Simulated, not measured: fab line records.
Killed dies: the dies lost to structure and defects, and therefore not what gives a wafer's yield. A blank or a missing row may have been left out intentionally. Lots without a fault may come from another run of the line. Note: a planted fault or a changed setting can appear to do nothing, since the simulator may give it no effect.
A single fault, viewed from 2 desks :: flow nand harc :: only its own numbers are on each desk; what lay behind them is given at the end

THE METROLOGY DESK
Lot by lot, what the gauges showed, no matter which tool ran the lot: averages of those sampled wafers that carry a number. Marked OUT: a lot whose mean sits more than 4 standard deviations from the usual mean, which makes it out of limits; the brackets give that distance.
Columns: A = cd nm at NHARC_P_M0_CD_MEAS_09, usual 89.8 nm
lot: L666
first seen here: day 6 06:42
A: 90.7

lot: L667
first seen here: day 6 14:03
A: 88.9

lot: L669
first seen here: day 7 12:23
A: 89.7

lot: L672
first seen here: day 8 14:25
A: 89.8

lot: L673
first seen here: day 9 00:07
A: 86.1 (-6.9) OUT

lot: L676
first seen here: day 10 06:01
A: 86.0 (-7.0) OUT

lot: L679
first seen here: day 11 10:32
A: 89.9

lot: L682
first seen here: day 12 20:08
A: 89.5

lot: L683
first seen here: day 13 02:37
A: 89.4

lot: L684
first seen here: day 13 19:37
A: 89.7

lot: L688
first seen here: day 15 08:09
A: 88.9
This desk finds L673, L676 out of limits, L673 being first, at day 9 00:07 (cd nm at NHARC_P_M0_CD_MEAS_09). Within limits: L666, L667, L669, L672, L679, L682, L683, L684, L688.

TOOL OWNER'S DESK, litho track-06
The tool's own readings at NHARC_P_M0_PEB_07 (peb time 65 s): means of the sampled wafers that have a number, for each lot that ran on this tool. Marked OUT: a lot whose mean sits more than 4 standard deviations from the usual mean, which makes it out of limits; the brackets give that distance.
Columns: A = heater power total W at NHARC_P_M0_PEB_07, usual 156.6 W; B = plate temp C at NHARC_P_M0_PEB_07, usual 100.01 C
lot: L667
first seen here: day 6 13:58
A: 156.5
B: 100.00

lot: L669
first seen here: day 7 12:19
A: 156.9
B: 99.99

lot: L673
first seen here: day 9 00:02
A: 154.7 (-5.1) OUT
B: 99.19 (-5.9) OUT

lot: L676
first seen here: day 10 05:56
A: 154.6 (-5.4) OUT
B: 99.15 (-6.1) OUT

lot: L682
first seen here: day 12 20:04
A: 156.7
B: 100.05

lot: L683
first seen here: day 13 02:32
A: 156.3
B: 100.04

lot: L684
first seen here: day 13 19:31
A: 156.9
B: 99.88

lot: L688
first seen here: day 15 08:04
A: 156.9
B: 100.01
This desk finds L673, L676 out of limits, L673 being first, at day 9 00:02 (heater power total W at NHARC_P_M0_PEB_07). Within limits: L667, L669, L682, L683, L684, L688.

ALL TOGETHER
The tool owner's desk could have raised an alarm at day 9 00:02, on L673, L676.
On L673, L676, the metrology desk was in a position to raise an alarm at day 9 00:07.
The lots listed all ran NHARC_P_M0_PEB_07 on litho track-06.

WHAT WAS PUT IN BY THE SIMULATOR
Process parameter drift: litho track-06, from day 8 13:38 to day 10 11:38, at NHARC_P_M0_PEB_07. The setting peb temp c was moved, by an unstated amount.
Struck lots among those shown: L673, L676.
Time in hours from fault onset to the first out-of-limits reading at each desk: tool owner's desk 10, metrology desk 10.
